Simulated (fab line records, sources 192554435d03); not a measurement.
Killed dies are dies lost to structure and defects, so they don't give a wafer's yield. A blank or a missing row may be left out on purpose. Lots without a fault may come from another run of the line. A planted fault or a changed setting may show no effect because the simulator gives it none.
A struck lot beside a sound one | flow n5_finfet | 15 steps out of a route of 1938
Sound: wafers L479.1, L479.3, L479.6. Struck: wafers L492.1, L492.5, L492.6. The cause comes at the end.
At each step with rows: each side's tool, then ch and its chambers, then its first start. Under that, the readings that differ: sound wafers | struck wafers | difference of the means | sigmas: that difference in standard deviations of wafers without a fault.
alike: readings whose means differ by less than 2 such deviations, and words and numbers that are the same on both sides. not compared: withheld readings, readings that some wafer has no value for, bounds like >300 that may hide the same value, and numbers for which the record gives no deviation and whose values overlap.
The two part at a step that has a row with sigmas, a row that says differs or no value, or rows on one side only. Numbers that don't overlap but have no deviation are shown without sigmas and don't part them. A reading that every wafer of one side lacks parts them only if that side has two wafers or more.

first, 1 step without rows for these wafers: N5_BEOL_M15_HARDBAKE_14 (time 120 s).
N5_BEOL_M15_CD_MEAS_10: target cd 360 nm.
  sound on cd_sem-03 ch 0, day 13 17:21; struck on cd_sem-02 ch 0, day 17 03:15
  alike: cd_nm
N5_BEOL_M15_OVL_MEAS_11:
  sound on overlay-02 ch 0, day 13 17:23; struck on overlay-01 ch 0, day 17 03:17
  alike: V14_OVL
N5_BEOL_M15_INSPECT_12: inspects for defects (macro).
  sound on defect_inspect-02, day 13 17:24; struck on defect_inspect-01, day 17 03:18
  alike: raw_defect_count
N5_BEOL_M15_DESCUM_15: chemistry O2, time 7.9 s.
  sound on rie_diel-01 ch 1,2, day 13 17:42; struck on rie_diel-01 ch 0,2,3, day 17 03:38
  alike: drypump_motor_current_A, oes_product_au, rf_vpp_V, showerhead_plenum_p_Torr, throttle_valve_pct
  not compared: rf_hours_counter_h
N5_BEOL_M15_ETCH_59: etches BARC in N2/H2, target depth 89 nm, overetch 26.7 nm, time 67.9 s.
  sound on rie_diel-01 ch 1,2, day 13 17:44; struck on rie_diel-01 ch 0,2,3, day 17 03:40
  alike: bias_w, drypump_motor_current_A, oes_product_au, rf_vpp_V, showerhead_plenum_p_Torr, throttle_valve_pct
  not compared: rf_hours_counter_h
N5_BEOL_M15_VIA_ETCH_16: etches SiO2 in C4F8/O2/Ar, target depth 1792.2 nm.
  sound on rie_diel-01 ch 1,2, day 13 17:47; struck on rie_diel-01 ch 0,2,3, day 17 03:43
  alike: C4F8_flow_sccm, bias_w, drypump_motor_current_A, he_outer_torr, oes_product_au, rf_vpp_V, showerhead_plenum_p_Torr, throttle_valve_pct
N5_BEOL_M15_STRIP_63: strips in O2.
  sound on rie_diel-01 ch 1,2; struck on rie_diel-01 ch 0,2,3
  alike: drypump_motor_current_A, oes_product_au, rf_vpp_V, showerhead_plenum_p_Torr, throttle_valve_pct
  not compared: rf_hours_counter_h
N5_BEOL_M15_STRIP_64: strips in O2.
  sound on rie_diel-01 ch 1,2; struck on rie_diel-01 ch 0,2,3
  alike: drypump_motor_current_A, oes_product_au, rf_vpp_V, showerhead_plenum_p_Torr, throttle_valve_pct
  not compared: rf_hours_counter_h
then, 2 steps without rows for these wafers: N5_BEOL_M15_STRIP_65 (strips in post etch residue remover, time 60 s); N5_BEOL_M15_SRD_66 (time 30 s, dry time 30 s).
N5_BEOL_M15_CD_MEAS_17: target cd 360 nm.
  sound on cd_sem-02, day 13 18:12; struck on cd_sem-01, day 17 04:07
  alike: cd_nm
N5_BEOL_M15_COAT_56: time 60 s, resist thk 550 nm.
  sound on litho_track-04 ch 0, day 13 18:14; struck on litho_track-04 ch 0, day 17 04:10
  reading                                   | sound                | struck               | difference | sigmas
  spin_speed_rpm (rpm)                      | 1500.5 1499.7 1500.9 | 1296.0 1297.1 1297.9 | -203.4     | -99 or more
  model.SOC_of_BEOL_M15_COAT_56.thk_nm (nm) | 552.2 550.2 553.8    | 594.2 594.4 593.4    | +41.9      |
then, 1 step without rows for these wafers: N5_BEOL_M15_ETCH_57 (etches SOC in N2/H2, time 750 s).
N5_PASSIVATION_PROBE_49:
  sound on prober-01, day 14 22:13; struck on prober-01, day 18 08:38
  reading            | sound | struck   | difference | sigmas
  killed_at_contacts | 5 5 7 | 12 21 23 | +13        | +2
  alike: defect_limited_yield, killed_at_M0_to_M3, killed_at_M4_up, killed_at_front_end, killed_at_other, killed_dies, killed_open, killed_short, sort_bin_5_function, sort_bin_6_memory, sort_bin_8_speed, sort_n_pass, sort_yield_pct

WHERE THEY PART
First at N5_BEOL_M15_COAT_56; last, within this record, at N5_PASSIVATION_PROBE_49.

WHY: what the simulator had put in
Process parameter drift: litho_track-04, from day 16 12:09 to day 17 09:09, at N5_BEOL_M15_COAT_56. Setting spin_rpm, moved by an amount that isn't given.
